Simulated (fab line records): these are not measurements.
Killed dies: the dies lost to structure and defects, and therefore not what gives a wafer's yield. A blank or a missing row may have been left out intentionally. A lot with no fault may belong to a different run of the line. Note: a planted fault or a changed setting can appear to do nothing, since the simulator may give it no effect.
fab line records	flow n5Finfet
[record] lots = 7	wafers = 21	lastDay = 18
route steps=1938 shown BEOL_M1@789 BEOL_M4@1111 PASSIVATION@1936
lots that met no fault: from a run of the same line without faults
startH: hours from the record's opening day to when the first of the lot's shown wafers began	waitH: time in hours since the lot's previous step	" identical to the entry in the row above	L1.1+2: several wafers, shown together as one row	- no value present, or no start provided	* or withheld: withheld	< > ~ a bound
route shown NAME@n: NAME is a module with steps in the file, n the number in the route of the first one	usual: average and standard deviation across the fault-free wafers	same: alike in all rows	chamber/n: place in a boat	sites: each site's reading	_std_site: standard deviation across them	_edge_site: the outer-site mean with the inner-site mean subtracted	radiusMm: how far each site lies from the wafer's centre	mask NAME#n: copy n	behind: the last tool/chamber to shape the wafer	hold: cause of the lot's hold/its duration in hours/its outcome	device: the transistor (n, p or np) that didn't switch	end of line: at the end of the route, the tests of the same wafers	where a step has no rows: the recipe by itself	killed: the dies lost at the first sort to structure and to defects; this is not the yield of the wafer	map: per-die view of a wafer (x killed, . not killed, _ where there is no die)
set.NAME: the setting as run; set.NAME@STEP: as run at that earlier step	model.NAME: the simulator's own value behind a step, which no gauge read
lots at some steps of the route; a table a step, a row a wafer
services: from which hour (startH, from the record's first day; less than 0 if before it) a tool's chamber was out of use, for how many hours, and why
[[steps]]
[step N5_BEOL_M1_DESCUM_33]
[recipe] chemistry = O2	timeS = 7	sourcePowerW = 50	biasPowerW = 20	pressureMtorr = 20	rfFrequencyHz = 2.712e+07	tempC = 40	resist = CAR-EUV	o2FlowSccm = 225
[step N5_BEOL_M1_ETCH_77]
[recipe] chemistry = N2/H2	target = underlayer	targetDepthA = 65	maskMaterial = CAR-EUV	timeS = 5.2	ionEnergyEv = 200	pressureMtorr = 30	sourceW = 840	biasW = 150	n2FlowSccm = 200	h2FlowSccm = 200	ends = cleared
[step N5_BEOL_M1_ETCH_69]
[recipe] chemistry = CF4	target = SiARC	targetDepthA = 156	maskMaterial = CAR-EUV	timeS = 26	ionEnergyEv = 80	pressureMtorr = 40	sourceW = 545	biasW = 36	Ar_flow_sccm = 100	cf4FlowSccm = 100	ends = cleared
[usual] drypumpMotorCurrentA = 5.8/0.58	etchRfOnTimeS = 26.2/0.97	oesProductAu = 0.66/0.079	rfVppV = 184.1/1.1	showerheadPlenumPTorr = 2.16/0.056	throttleValvePct = 15.66/0.23
lot.wafer	tool	chamber	startH	waitH	drypumpMotorCurrentA	etchRfOnTimeS	oesProductAu	rfHoursCounterH	rfVppV	showerheadPlenumPTorr	throttleValvePct
L919.2	rieDiel-03	3	128.78	0.0	4.8	26.5	0.63	153	184.5	2.23	15.61
L919.5	"	3	"	"	4.8	26.6	0.63	-	184.1	2.23	15.63
L919.6	"	0	"	"	5.9	26.5	0.57	-	183.8	2.10	16.12
L927.2	rieDiel-02	1	177.43	0.0	6.3	26.2	0.70	62	185.5	2.18	15.25
L927.5	"	0	"	"	5.2	27.0	0.59	-	183.0	2.20	15.72
L927.6	"	1	"	"	6.3	25.9	0.70	-	185.2	2.18	15.27
L928.1	rieDiel-03	0	177.62	0.0	5.9	25.3	0.82	12	184.2	2.10	15.60
L928.2	"	2	"	"	6.0	26.1	0.85	2	182.9	2.20	15.53
L928.4	"	1	"	"	5.3	23.8	0.66	177	181.3	2.14	16.00
L929.3	rieDiel-02	0	191.14	0.0	5.2	27.0	0.59	231	185.7	2.20	15.75
L929.4	"	0	"	"	5.2	27.0	0.59	-	185.1	2.20	15.74
L929.6	"	2	"	"	5.9	27.5	0.58	-	182.6	2.04	15.62
L940.4	rieDiel-03	1	257.25	0.0	5.4	24.3	0.63	204	183.3	2.13	16.04
L940.5	"	1	"	"	5.3	24.1	0.63	-	183.3	2.13	16.05
L940.6	"	0	"	"	5.9	25.1	0.79	-	182.4	2.09	15.64
L941.1	rieDiel-05	0	258.17	0.0	6.6	26.5	0.63	176	183.3	2.06	15.39
L941.2	"	2	"	"	6.7	26.0	0.63	180	182.9	2.12	15.57
L941.4	"	3	"	"	5.9	26.3	0.59	192	185.3	2.20	15.89
L942.2	rieDiel-03	2	260.31	0.0	5.9	25.4	0.79	29	182.7	2.19	15.59
L942.5	"	2	"	"	5.9	25.9	0.78	-	184.6	2.19	15.59
L942.6	"	3	"	"	4.8	26.0	0.61	-	186.0	2.22	15.73
[step N5_BEOL_M1_ALD_98]
[recipe] material = SiO2	targetThkA = 25	tempC = 100	aldPrecursorFamily = BDEAS	aldCoReactant = O2-plasma	pulseTimeS = 1	coReactantPulseTimeS = 1	purgeTimeS = 2	coReactantPurgeTimeS = 2	aldCycles = 17	pressureTorr = 2
[usual] chamberPressureTorr = 2.000/0.0043	heaterPowerW = 77/4.1	precursorPulseHeightRel = 1.002/0.02	susceptorTempC = 99.99/0.13
lot.wafer	tool	chamber	startH	waitH	chamberPressureTorr	heaterPowerW	precursorPulseHeightRel	susceptorTempC
L919.2	aldSin-01	3	128.86	0.1	2.003	77	0.972	99.99
L919.5	"	1	"	"	1.993	77	1.024	100.19
L919.6	"	0	"	"	1.997	74	0.987	99.92
L927.2	aldSin-01	0	177.51	0.1	2.003	73	1.019	99.97
L927.5	"	2	"	"	1.995	81	1.009	100.05
L927.6	"	1	"	"	1.996	78	0.974	99.91
L928.1	aldSin-01	1	177.70	0.1	1.997	78	0.961	100.11
L928.2	"	2	"	"	1.997	80	1.020	99.94
L928.4	"	3	"	"	1.993	74	1.023	99.73
L929.3	aldSin-04	1	191.24	0.1	2.005	76	1.020	99.77
L929.4	"	2	"	"	2.001	89	1.020	100.06
L929.6	"	0	"	"	2.000	75	0.987	99.81
L940.4	aldSin-01	0	257.33	0.1	2.005	75	1.041	100.12
L940.5	"	3	"	"	1.997	76	1.003	99.93
L940.6	"	0	"	"	2.007	75	0.992	100.09
L941.1	aldSin-03	1	258.25	0.1	1.994	76	0.969	100.16
L941.2	"	0	"	"	1.994	81	1.021	99.92
L941.4	"	1	"	"	2.000	77	1.005	100.13
L942.2	aldSin-01	0	260.59	0.3	2.001	75	1.010	99.87
L942.5	"	0	"	"	2.003	76	0.975	100.03
L942.6	"	1	"	"	2.000	78	1.008	99.94
[step N5_BEOL_M1_ETCHBACK_99]
[recipe] chemistry = CHF3	target = SiO2	targetDepthA = 50	timeS = 10.4	sourceW = 215	biasW = 47	Ar_flow_sccm = 200	CHF3_flow_sccm = 12	ionEnergyEv = 100	pressureMtorr = 30
[step N5_BEOL_M1_ETCH_70]
[recipe] chemistry = N2/H2	target = SOC	targetDepthA = 800	overetchA = 160	maskMaterial = SiARC	tempC = 40	timeS = 120	ionEnergyEv = 200	pressureMtorr = 30	sourceW = 840	biasW = 150	n2FlowSccm = 200	h2FlowSccm = 200
[usual] drypumpMotorCurrentA = 5.8/0.55	oesProductAu = 0.59/0.068	rfVppV = 524.6/2	showerheadPlenumPTorr = 2.57/0.074	throttleValvePct = 17.80/0.17
lot.wafer	tool	chamber	startH	waitH	drypumpMotorCurrentA	oesProductAu	rfHoursCounterH	rfVppV	showerheadPlenumPTorr	throttleValvePct
L919.2	rieDiel-05	1	129.37	0.0	5.3	0.54	230	524.1	2.61	17.88
L919.5	"	0	"	"	6.6	0.59	-	522.0	2.46	17.60
L919.6	"	1	"	"	5.3	0.54	-	525.9	2.61	17.89
L927.2	rieDiel-02	1	184.68	0.0	6.3	0.62	64	524.5	2.60	17.60
L927.5	"	2	"	"	5.9	0.55	-	519.4	2.39	17.66
L927.6	"	0	"	"	5.2	0.55	-	525.3	2.60	17.67
L928.1	rieDiel-02	2	193.75	0.0	5.9	0.53	243	520.3	2.39	17.65
L928.2	"	0	"	"	5.2	0.55	232	526.0	2.60	17.68
L928.4	"	1	"	"	6.3	0.63	-	526.0	2.60	17.62
L929.3	rieDiel-02	0	194.24	0.0	5.2	0.54	232	525.7	2.60	17.69
L929.4	"	3	"	"	6.2	0.52	229	525.9	2.64	17.95
L929.6	"	2	"	"	5.9	0.54	-	520.6	2.39	17.68
L940.4	rieDiel-03	3	266.02	0.0	4.8	0.54	201	527.3	2.63	17.94
L940.5	"	1	"	"	5.4	0.55	-	523.9	2.50	18.07
L940.6	"	2	"	"	6.0	0.71	-	525.3	2.60	17.87
L942.2	rieDiel-03	3	269.70	0.0	4.8	0.55	202	525.3	2.63	17.96
L942.5	"	3	"	"	4.9	0.55	-	526.4	2.63	17.95
L942.6	"	2	"	"	6.0	0.70	-	525.1	2.60	17.88
L941.1	rieDiel-02	2	274.51	0.0	5.9	0.70	13	528.7	2.69	17.31
L941.2	"	1	"	"	6.3	0.60	94	524.6	2.59	17.65
L941.4	"	1	"	"	6.3	0.61	-	524.7	2.59	17.65
[step N5_BEOL_M1_STRIP_71]
[recipe] chemistry = N2/H2	tempC = 40	n2FlowSccm = 200	h2FlowSccm = 200	rfFrequencyHz = 6e+07
[step N5_BEOL_M1_STRIP_78]
[recipe] chemistry = N2/H2	tempC = 40	n2FlowSccm = 200	h2FlowSccm = 200	rfFrequencyHz = 6e+07
[step N5_BEOL_M1_VIA_ETCH_34]
[recipe] chemistry = C4F6/O2	targetDepthA = 678	maskMaterial = SOC	pressureMtorr = 15	ionEnergyEv = 250	taperDeg = 4	timeS = 64.4	sourceW = 350	biasW = 170	Ar_flow_sccm = 300	C4F6_flow_sccm = 10	O2_flow_sccm = 10
[usual] drypumpMotorCurrentA = 5.8/0.55	oesProductAu = 0.77/0.093	rfVppV = 672/8.4	showerheadPlenumPTorr = 2.88/0.074	throttleValvePct = 30.8/0.35
lot.wafer	tool	chamber	startH	waitH	drypumpMotorCurrentA	oesProductAu	rfHoursCounterH	rfVppV	showerheadPlenumPTorr	throttleValvePct
L919.2	rieDiel-05	1	129.47	0.0	5.3	0.70	230	694	2.93	30.7
L919.5	"	0	"	"	6.6	0.77	-	680	2.78	30.7
L919.6	"	1	"	"	5.3	0.71	-	692	2.93	30.7
L927.2	rieDiel-02	1	184.78	0.0	6.3	0.82	64	674	2.88	30.3
L927.5	"	2	"	"	5.9	0.70	-	655	2.73	30.9
L927.6	"	0	"	"	5.2	0.70	-	673	2.92	30.5
L928.1	rieDiel-02	2	193.85	0.0	5.9	0.69	243	657	2.73	30.9
L928.2	"	0	"	"	5.2	0.69	232	673	2.92	30.5
L928.4	"	1	"	"	6.3	0.81	-	674	2.88	30.3
L929.3	rieDiel-02	0	194.34	0.0	5.2	0.70	232	673	2.92	30.5
L929.4	"	3	"	"	6.2	0.68	229	670	2.92	30.7
L929.6	"	2	"	"	5.9	0.69	-	657	2.73	30.9
L940.4	rieDiel-03	3	266.12	0.0	4.8	0.72	201	683	2.99	31.3
L940.5	"	1	"	"	5.3	0.72	-	669	2.82	31.4
L940.6	"	2	"	"	6.0	0.92	-	668	2.93	31.2
L942.2	rieDiel-03	3	269.80	0.0	4.8	0.71	202	684	2.99	31.3
L942.5	"	3	"	"	4.8	0.71	-	683	2.99	31.3
L942.6	"	2	"	"	6.0	0.93	-	667	2.93	31.2
L941.1	rieDiel-02	2	274.61	0.0	5.9	0.89	13	667	3.06	30.8
L941.2	"	1	"	"	6.3	0.78	95	674	2.87	30.3
L941.4	"	1	"	"	6.3	0.78	-	674	2.87	30.3
[step N5_BEOL_M1_STRIP_83]
[recipe] chemistry = C4F6/O2	resist = SiARC	rfFrequencyHz = 6e+07
[step N5_BEOL_M1_STRIP_36]
[recipe] chemistry = N2/H2	powerW = 450	tempC = 40	pressureMtorr = 20	rfFrequencyHz = 6e+07	overashFraction = 0.3	biasPowerW = 7	h2Frac = 0.5	n2FlowSccm = 200	h2FlowSccm = 200
[step N5_BEOL_M1_TRENCH_ETCH_37]
[recipe] chemistry = C4F6/O2	targetDepthA = 552.07	target = SiOC	timeS = 29	ionEnergyEv = 250	pressureMtorr = 30	sourceW = 355	biasW = 185	Ar_flow_sccm = 300	C4F6_flow_sccm = 10	O2_flow_sccm = 10
[usual] drypumpMotorCurrentA = 5.8/0.55	oesProductAu = 0.77/0.094	rfVppV = 672/8.3	showerheadPlenumPTorr = 2.89/0.074	throttleValvePct = 20.90/0.25
lot.wafer	tool	chamber	startH	waitH	drypumpMotorCurrentA	oesProductAu	rfHoursCounterH	rfVppV	showerheadPlenumPTorr	throttleValvePct
L919.2	rieDiel-05	1	-	-	5.3	0.70	230	692	2.93	21.00
L919.5	"	0	"	"	6.6	0.77	-	680	2.79	20.72
L919.6	"	1	"	"	5.3	0.71	-	693	2.93	21.01
L927.2	rieDiel-02	1	-	-	6.3	0.82	64	675	2.89	20.46
L927.5	"	2	"	"	5.9	0.70	-	657	2.73	20.96
L927.6	"	0	"	"	5.2	0.70	-	673	2.92	20.85
L928.1	rieDiel-02	2	-	-	5.9	0.69	243	656	2.73	20.96
L928.2	"	0	"	"	5.2	0.69	232	672	2.92	20.85
L928.4	"	1	"	"	6.3	0.81	-	673	2.88	20.47
L929.3	rieDiel-02	0	-	-	5.2	0.69	232	672	2.92	20.85
L929.4	"	3	"	"	6.2	0.68	229	669	2.92	20.80
L929.6	"	2	"	"	5.9	0.69	-	656	2.73	20.96
L940.4	rieDiel-03	3	-	-	4.8	0.71	201	682	2.99	21.22
L940.5	"	1	"	"	5.3	0.73	-	670	2.83	21.30
L940.6	"	2	"	"	6.0	0.92	-	668	2.94	21.05
L942.2	rieDiel-03	3	-	-	4.8	0.71	202	684	2.99	21.22
L942.5	"	3	"	"	4.8	0.72	-	682	2.99	21.21
L942.6	"	2	"	"	6.0	0.92	-	667	2.94	21.06
L941.1	rieDiel-02	2	-	-	5.9	0.90	13	666	3.07	20.67
L941.2	"	1	"	"	6.3	0.78	95	673	2.87	20.49
L941.4	"	1	"	"	6.3	0.78	-	675	2.87	20.51
[step N5_BEOL_M1_ETCH_41]
[recipe] chemistry = CH3F/O2	target = SiCN	targetDepthA = 319	taperDeg = 2	timeS = 57.8	ionEnergyEv = 120	maskMaterial = TiN	pressureMtorr = 30	sourceW = 395	biasW = 75	Ar_flow_sccm = 150	CH3F_flow_sccm = 30	O2_flow_sccm = 20
[usual] drypumpMotorCurrentA = 5.8/0.55	oesProductAu = 0.77/0.093	rfVppV = 297.7/1.4	showerheadPlenumPTorr = 2.03/0.054	throttleValvePct = 16.35/0.23
lot.wafer	tool	chamber	startH	waitH	drypumpMotorCurrentA	oesProductAu	rfHoursCounterH	rfVppV	showerheadPlenumPTorr	throttleValvePct	model.etch.depthNm
L919.2	rieDiel-05	1	129.60	-	5.3	0.71	230	299.2	2.06	16.52	21.82
L919.5	"	0	"	"	6.6	0.76	-	296.1	1.95	16.12	21.61
L919.6	"	1	"	"	5.3	0.71	-	300.1	2.06	16.54	21.91
L927.2	rieDiel-02	1	184.91	-	6.3	0.82	64	297.7	2.03	15.91	22.2
L927.5	"	2	"	"	5.9	0.70	-	294.5	1.91	16.42	21.43
L927.6	"	0	"	"	5.2	0.92	-	299.1	2.05	16.41	32.32
L928.1	rieDiel-02	2	193.98	-	5.9	0.89	243	295.3	1.91	16.43	31.29
L928.2	"	0	"	"	5.2	0.69	232	299.9	2.05	16.40	21.08
L928.4	"	1	"	"	6.3	0.81	-	298.5	2.03	15.93	21.62
L929.3	rieDiel-02	0	194.47	-	5.2	0.69	232	299.2	2.05	16.40	21.29
L929.4	"	3	"	"	6.2	0.68	229	301.2	2.06	16.33	21.5
L929.6	"	2	"	"	5.9	0.90	-	296.0	1.91	16.44	31.53
L940.4	rieDiel-03	3	266.25	-	4.8	0.71	201	298.3	2.10	16.60	21.34
L940.5	"	1	"	"	5.3	0.72	-	296.4	1.99	16.74	22.64
L940.6	"	2	"	"	6.0	0.92	-	298.4	2.06	16.36	22.14
L942.2	rieDiel-03	3	269.93	-	4.8	0.70	202	299.8	2.10	16.60	21.54
L942.5	"	3	"	"	4.8	0.71	-	297.4	2.10	16.60	21.66
L942.6	"	2	"	"	6.0	0.93	-	297.7	2.06	16.37	22.46
L941.1	rieDiel-02	2	274.74	-	5.9	0.89	13	298.7	2.16	16.03	21.32
L941.2	"	1	"	"	6.3	0.78	95	298.1	2.02	15.98	22
L941.4	"	1	"	"	6.3	0.80	-	296.4	2.02	15.97	21.95
[step N5_BEOL_M1_STRIP_97]
[recipe] chemistry = N2/H2	timeS = 10	powerW = 450	tempC = 40	pressureMtorr = 20	rfFrequencyHz = 6e+07	biasPowerW = 7	n2FlowSccm = 200	h2FlowSccm = 200
[step N5_BEOL_M4_RC_MEAS_101]
[usual] DIBL_N = 36.4/2.7	DIBL_P = 36/3.2	IOFF_N = 0.16/0.046	IOFF_P = 0.21/0.055	ION_N = 677/15	ION_P = 464/11	SS_N = 71.5/0.79	SS_P = 73.3/0.93	VT_N = 250/4.1	VT_P = -251/4.4
lot.wafer	tool	chamber	startH	waitH	DIBL_N[mV/V]	DIBL_P[mV/V]	IOFF_N[nA/um]	IOFF_P[nA/um]	ION_N[uA/um]	ION_P[uA/um]	SS_N[mV/dec]	SS_P[mV/dec]	VT_N[mV]	VT_P[mV]
L919.2	prober-01	0	164.38	0.4	35.9	38	0.16	0.28	673	470	71.6	73.6	248	-246
L919.5	"	0	"	"	39.3	40	0.23	0.33	679	470	72.7	74.6	245	-243
L919.6	"	0	"	"	35.1	36	0.14	0.26	666	472	71.6	74.2	252	-245
L927.2	prober-02	0	230.95	0.2	41.4	41	0.23	0.33	676	460	71.9	74.9	248	-245
L927.5	"	0	"	"	36.1	34	0.13	0.19	658	455	71.0	73.1	256	-254
L927.6	"	0	"	"	35.3	34	0.13	0.19	664	456	71.0	73.9	251	-250
L928.1	prober-01	0	235.59	0.0	39.1	39	0.19	0.27	699	478	72.6	74.8	247	-248
L928.2	"	0	"	"	35.3	34	0.11	0.17	666	463	71.1	72.3	256	-254
L928.4	"	0	"	"	35.4	33	0.11	0.17	651	456	71.3	72.2	258	-253
L929.3	prober-02	0	238.53	0.3	35.7	34	0.13	0.17	669	457	71.1	72.8	253	-254
L929.4	"	0	"	"	37.1	37	0.18	0.22	701	478	71.4	74.4	245	-251
L929.6	"	0	"	"	37.6	38	0.18	0.22	683	462	71.9	74.0	247	-250
L940.4	prober-02	0	317.09	0.5	39.8	40	0.23	0.26	692	470	72.3	74.0	245	-246
L940.5	"	0	"	"	37.0	37	0.17	0.21	698	472	71.3	73.3	248	-250
L940.6	"	0	"	"	40.3	42	0.26	0.30	696	471	73.2	74.7	244	-246
L941.1	prober-02	0	319.05	0.0	37.4	36	0.16	0.21	681	465	70.7	73.3	248	-250
L941.2	"	0	"	"	36.8	36	0.15	0.19	670	456	70.8	73.2	250	-254
L941.4	"	0	"	"	37.1	36	0.17	0.20	697	477	70.7	72.9	248	-253
L942.2	prober-01	0	319.60	0.2	35.0	35	0.14	0.15	662	449	71.4	72.9	252	-256
L942.5	"	0	"	"	36.2	36	0.15	0.15	667	447	72.0	73.0	251	-257
L942.6	"	0	"	"	29.7	30	0.07	0.10	631	438	70.5	71.5	260	-263
[step N5_PASSIVATION_PROBE_49]
[usual] defectLimitedYield = 91.1/1.4	killed_at_M0_to_M3 = 34/9.7	killed_at_M4_up = 13/5.1	killedAtContacts = 14/6.3	killedAtFrontEnd = 40/11	killedAtOther = 3.5/2.7	killedDies = 105/16	killedOpen = 70/12	killedShort = 34/7.8	sort_bin_4_leakage = 0.02/0.13	sort_bin_5_function = 5.2/0.88	sort_bin_6_memory = 3.3/0.7	sort_bin_8_speed = 0.1/0.62	sortNPass = 1074/17	sortYieldPct = 91.0/1.5
[same] grossDies = 1180	killedAtBackSide = 0
lot.wafer	tool	chamber	startH	waitH	defectLimitedYield[%]	killed_at_M0_to_M3	killed_at_M4_up	killedAtContacts	killedAtFrontEnd	killedAtOther	killedDies	killedOpen	killedShort	sort_bin_4_leakage[%]	sort_bin_5_function[%]	sort_bin_6_memory[%]	sort_bin_8_speed[%]	sortNPass	sortYieldPct[%]
L919.2	prober-01	-	271.71	0.1	88.9	44	25	19	40	3	131	91	40	0	6.9	3.8	0	1049	88.9
L919.5	prober-01	-	271.86	0.2	91.9	30	9	18	37	2	96	63	33	0	5.1	2.7	0	1084	91.9
L919.6	prober-01	-	271.91	0.3	92.9	31	17	16	20	0	84	63	18	0	4.6	2.5	0	1096	92.9
L927.2	prober-02	-	339.09	0.1	90.3	37	14	11	48	5	115	77	32	0	5.5	3.6	0	1065	90.3
L927.5	prober-02	-	339.24	0.2	91.3	22	9	9	60	3	103	67	36	0	5.3	3.3	0	1077	91.3
L927.6	prober-02	-	339.29	0.3	91.9	25	13	6	50	1	95	70	24	0	4.1	3.6	0	1085	91.9
L941.1	prober-01	-	423.72	0.0	90.8	39	11	5	51	3	109	65	43	0	5.1	3.8	0	1071	90.8
L941.2	prober-01	-	423.77	0.1	91.9	32	14	3	44	3	96	72	24	0	4.6	3.3	0	1084	91.9
L941.4	prober-01	-	423.87	0.2	89.6	41	14	9	55	4	123	72	51	0	5.6	4.3	0	1057	89.6
// killed by level:class
L919.2 MOL_CONTACT_COAG:geometricParticle:open=18 BEOL_M0_SAQP:geometricParticle:open=12 BEOL_M0_SAQP:geometricParticle:short=9 DUMMY_GATE:geometricParticle:open=8 BEOL_M1:geometricParticle:open=8 BEOL_M4:geometricParticle:open=8 FIN_SAQP:geometricParticle:open=7 FIN_SAQP:geometricParticle:short=7
L919.5 MOL_CONTACT_COAG:geometricParticle:open=15 STI_FIN_REVEAL:geometricParticle:open=11 BEOL_M0_SAQP:geometricParticle:short=9 FIN_SAQP:geometricParticle:short=8 BEOL_M3:geometricParticle:open=7 BEOL_M1:geometricParticle:open=5 DUMMY_GATE:geometricParticle:open=4 BEOL_M0:geometricParticle:open=4
L919.6 MOL_CONTACT_COAG:geometricParticle:open=13 BEOL_M1:geometricParticle:open=9 BEOL_M0_SAQP:geometricParticle:open=8 DUMMY_GATE:geometricParticle:open=7 BEOL_M3:geometricParticle:open=5 BEOL_M0_SAQP:geometricParticle:short=4 BEOL_M5:geometricParticle:open=4 STI_FIN_REVEAL:geometricParticle:open=3
L927.2 STI_FIN_REVEAL:geometricParticle:open=19 BEOL_M0_SAQP:geometricParticle:short=12 BEOL_M3:geometricParticle:open=9 MOL_CONTACT_COAG:geometricParticle:open=9 BEOL_M0_SAQP:geometricParticle:open=9 FIN_SAQP:geometricParticle:open=5 DUMMY_GATE:geometricParticle:open=5 BEOL_M4:geometricParticle:open=5
L927.5 STI_FIN_REVEAL:geometricParticle:open=18 BEOL_M0_SAQP:geometricParticle:short=8 MOL_CONTACT_COAG:geometricParticle:open=7 FIN_SAQP:geometricParticle:open=6 BEOL_M0_SAQP:geometricParticle:open=6 GATE_CUT:geometricParticle:short=5 BEOL_M3:geometricParticle:open=5 STARTING-WAFER:geometricParticle:short=5
L927.6 STI_FIN_REVEAL:geometricParticle:open=20 FIN_SAQP:geometricParticle:short=13 BEOL_M2:geometricParticle:open=10 MOL_CONTACT_COAG:geometricParticle:open=6 BEOL_M1:geometricParticle:open=5 BEOL_M0_SAQP:geometricParticle:short=4 BEOL_M4:geometricParticle:open=4 STARTING-WAFER:geometricParticle:open=4
L941.1 BEOL_M0_SAQP:geometricParticle:short=19 STI_FIN_REVEAL:geometricParticle:open=18 BEOL_M0_SAQP:geometricParticle:open=10 FIN_SAQP:geometricParticle:open=8 STI_FIN_REVEAL:geometricParticle:short=7 FIN_SAQP:geometricParticle:short=6 BEOL_M1:geometricParticle:open=6 MOL_CONTACT_COAG:geometricParticle:open=5
L941.2 STI_FIN_REVEAL:geometricParticle:open=21 BEOL_M0_SAQP:geometricParticle:open=9 BEOL_M4:geometricParticle:open=9 STI_FIN_REVEAL:geometricParticle:short=8 BEOL_M0_SAQP:geometricParticle:short=5 BEOL_M3:geometricParticle:open=5 BEOL_M0:geometricParticle:open=4 BEOL_M2:geometricParticle:open=4
L941.4 STI_FIN_REVEAL:geometricParticle:open=28 BEOL_M0_SAQP:geometricParticle:short=18 BEOL_M0_SAQP:geometricParticle:open=12 STI_FIN_REVEAL:geometricParticle:short=8 MOL_CONTACT_COAG:geometricParticle:open=6 BEOL_M4:geometricParticle:short=6 BEOL_M2:geometricParticle:open=4 FIN_SAQP:geometricParticle:open=3
[[services]]
tool	chamber	startH	hours	kind
rieDiel-05	3	120.53	12.2	repair
rieDiel-05	0	130.14	5.3	repair
rieDiel-03	0	130.43	-	clean
rieDiel-03	0	130.43	-	consumableReplace:focusRing
rieDiel-03	0	130.43	18.5	scheduledDown
rieDiel-03	0	130.43	18.5	ventCycle
rieDiel-02	-	145.77	0.3	repair
rieDiel-03	2	149.60	-	clean
rieDiel-03	2	149.60	-	consumableReplace:focusRing
rieDiel-03	2	149.60	19.4	scheduledDown
rieDiel-03	2	149.60	19.4	ventCycle
aldSin-04	0	151.87	11.8	repair
rieDiel-02	2	214.60	-	clean
rieDiel-02	2	214.60	-	consumableReplace:focusRing
rieDiel-02	2	214.60	-	consumableReplace:showerhead
rieDiel-02	2	214.60	22.7	scheduledDown
rieDiel-02	2	214.60	22.7	ventCycle
aldSin-03	-	225.16	1.1	repair
rieDiel-02	0	254.63	-	clean
rieDiel-02	0	254.63	-	consumableReplace:focusRing
rieDiel-02	0	254.63	32.4	scheduledDown
rieDiel-02	0	254.63	32.4	ventCycle
aldSin-03	3	256.27	4.4	repair
aldSin-01	-	268.25	14.0	pm
[[key]]
firstSign none at tools or gauges
[modelEffect] step = N5_BEOL_M1_ETCH_41	value = etch.depthNm	without = 21.15	struck = 31.71
metAt N5_BEOL_M1_ETCH_41
struckWafers L927.6,L928.1,L929.6
[fault] kind = processParameterDrift	tool = rieDiel-02	chamber = -	onsetH = 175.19	steps = N5_BEOL_M1_ETCH_41	channel = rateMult	offset = 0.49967	shape = step	endH = 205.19	scope = struckWafersOnly
